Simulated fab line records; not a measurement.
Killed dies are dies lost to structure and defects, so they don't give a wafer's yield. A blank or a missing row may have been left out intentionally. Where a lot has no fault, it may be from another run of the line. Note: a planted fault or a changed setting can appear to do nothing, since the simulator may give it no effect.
Matching of chambers | flow n5Finfet | rieDiel-05 running N5_BEOL_M8_STRIP_19: 4 sister chambers
The step strips in O2. 8 wafers are shown with their chamber, then 7 later ones without.

EACH WAFER AND ITS CHAMBER
wafer  | chamber | drypumpMotorCurrentA (A) | showerheadPlenumPTorr (Torr)
L075.3 | 1       | 5.1                      | 2.18
L075.5 | 1       | 5.2                      | 2.18
L076.2 | 0       | 5.7                      | 2.17
L076.5 | 3       | 6.5                      | 2.16
L078.2 | 0       | 5.7                      | 2.17
L078.6 | 2       | 5.5                      | 2.04
L085.2 | 2       | 5.5                      | 2.03
L085.3 | 3       | 6.5                      | 2.15

WAFERS MISSING THEIR CHAMBER
wafer  | drypumpMotorCurrentA (A) | showerheadPlenumPTorr (Torr)
L085.5 | 6.5                      | 2.15
L093.1 | 5.5                      | 2.02
L093.4 | 5.8                      | 2.16
L093.5 | 5.5                      | 2.02
L097.1 | 5.7                      | 2.16
L097.3 | 5.2                      | 2.16
L097.5 | 5.2                      | 2.16

THE CHAMBER EACH PASSED THROUGH
wafer  | from the rows above | in truth
L085.5 | 3                   | 3
L093.1 | 2                   | 2
L093.4 | 0                   | 0
L093.5 | 2                   | 2
L097.1 | 0                   | 0
L097.3 | 1                   | 1
L097.5 | 1                   | 1
Correct placement for 7 of the 7. Left unplaced by these rows: 0. Wrongly placed: 0.
How it was worked out, from the rows above alone: a wafer's distance from a chamber is the root of the sum, over the readings, of the square of ((its reading less the chamber's mean) divided by the reading's scatter). If the next closest chamber is less than 2 further off than the closest, the wafer can't be placed; otherwise it belongs to the closest. For every chamber, the mean is computed from those of its wafers that are shown. The scatter is the square root of a quotient: the sum, over the shown wafers, of each reading's squared deviation from its chamber's mean, divided by wafers minus chambers.
